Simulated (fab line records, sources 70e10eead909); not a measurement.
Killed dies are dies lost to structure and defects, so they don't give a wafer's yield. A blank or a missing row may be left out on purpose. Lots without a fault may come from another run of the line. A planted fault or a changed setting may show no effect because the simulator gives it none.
Tool commonality check | flow nand_harc | 8 lots, 20 wafers sampled

WHY IT WAS OPENED
At NHARC_END_SORT_01 the reading killed_at_periphery is flagged on 3 of 8 lots. Wafers without a fault read 3.8, standard deviation 2.4.
Rule: a lot is flagged when every wafer of it that has a number lies more than 4 standard deviations from that mean, or none has a number. The other lots count as sound.

lot  | measured     | on        | killed_at_periphery, wafer by wafer | flag
L348 | day 25 14:38 | prober-01 | 597 596 599                         | FLAGGED
L350 | day 26 02:28 | prober-01 | 643 622 618                         | FLAGGED
L349 | day 26 03:16 | prober-02 | 606 606 604                         | FLAGGED
L356 | day 29 22:43 | prober-01 | 5                                   |
L359 | day 30 16:21 | prober-02 | 0 4 4                               |
L360 | day 31 00:04 | prober-01 | 3 4 3                               |
L361 | day 31 23:30 | prober-02 | 4 4 4                               |
L362 | day 32 01:54 | prober-01 | 3                                   |
The numbers of the flagged lots are 610.1 on average: +606.3 against the usual, or +99 or more standard deviations.

WHICH TOOL RAN EACH LOT
The record holds 3 process steps before the reading, out of a route of 1302 steps. In each cell: the tool, then ch and the chambers that the sampled wafers went through, then the start.
lot  | flag    | NHARC_P_M1_ETCH_28                 | NHARC_P_M1_DEGAS_29          | NHARC_P_M1_ANNEAL_31
L348 | FLAGGED | rie_diel-05 ch 0,2,3, day 7 16:11  | pvd_sputter-02, day 7 16:35  | rtp_anneal-02 ch 0, day 7 17:19
L350 | FLAGGED | rie_diel-02 ch 1,2,3, day 8 10:55  | pvd_sputter-03, day 8 11:18  | rtp_anneal-02 ch 0, day 8 12:06
L349 | FLAGGED | rie_diel-05 ch 0,1,3, day 8 04:05  | pvd_sputter-01, day 8 04:29  | rtp_anneal-01 ch 0, day 8 05:16
L356 |         | rie_diel-13 ch 0,1,3, day 10 21:36 | pvd_sputter-01, day 10 22:00 | rtp_anneal-02 ch 0, day 10 22:44
L359 |         | rie_diel-05 ch 0,1, day 12 12:07   | pvd_sputter-02, day 12 12:31 | rtp_anneal-01 ch 0, day 12 13:23
L360 |         | rie_diel-13 ch 0,1,2, day 12 11:53 | pvd_sputter-01, day 12 12:18 | rtp_anneal-01 ch 0, day 12 13:05
L361 |         | rie_diel-05 ch 1,2,3, day 13 03:37 | pvd_sputter-03, day 13 04:00 | rtp_anneal-02 ch 0, day 13 04:48
L362 |         | rie_diel-05 ch 0,2,3, day 13 10:58 | pvd_sputter-03, day 13 11:21 | rtp_anneal-02 ch 0, day 13 12:09
What these steps do:
- NHARC_P_M1_ETCH_28: etches the open film in CF4/N2, target depth 30 nm, time 72.99 s.
- NHARC_P_M1_DEGAS_29: time 60 s.
- NHARC_P_M1_ANNEAL_31: time 90 s.
- NHARC_END_SORT_01

FLAGGED OVER TOTAL, TOOL BY TOOL (the gauges that took the reading come last)
step                 | tool           | lots run | flagged | share of the flagged lots | sound lots run after its first flagged lot
NHARC_P_M1_ETCH_28   | rie_diel-02    | 1        | 1       | some                      | 0
NHARC_P_M1_ETCH_28   | rie_diel-05    | 5        | 2       | some                      | 3 (L359,L361,L362)
NHARC_P_M1_ETCH_28   | rie_diel-13    | 2        | 0       | none                      | -
NHARC_P_M1_DEGAS_29  | pvd_sputter-01 | 3        | 1       | some                      | 2 (L356,L360)
NHARC_P_M1_DEGAS_29  | pvd_sputter-02 | 2        | 1       | some                      | 1 (L359)
NHARC_P_M1_DEGAS_29  | pvd_sputter-03 | 3        | 1       | some                      | 2 (L361,L362)
NHARC_P_M1_ANNEAL_31 | rtp_anneal-01  | 3        | 1       | some                      | 2 (L360,L359)
NHARC_P_M1_ANNEAL_31 | rtp_anneal-02  | 5        | 2       | some                      | 3 (L356,L361,L362)
NHARC_END_SORT_01    | prober-01      | 5        | 2       | some                      | 3 (L356,L360,L362)
NHARC_END_SORT_01    | prober-02      | 3        | 1       | some                      | 2 (L359,L361)

WHAT THE TABLE ALLOWS
No row of the table ran every flagged lot.

WHAT THE SIMULATOR HAD PUT IN
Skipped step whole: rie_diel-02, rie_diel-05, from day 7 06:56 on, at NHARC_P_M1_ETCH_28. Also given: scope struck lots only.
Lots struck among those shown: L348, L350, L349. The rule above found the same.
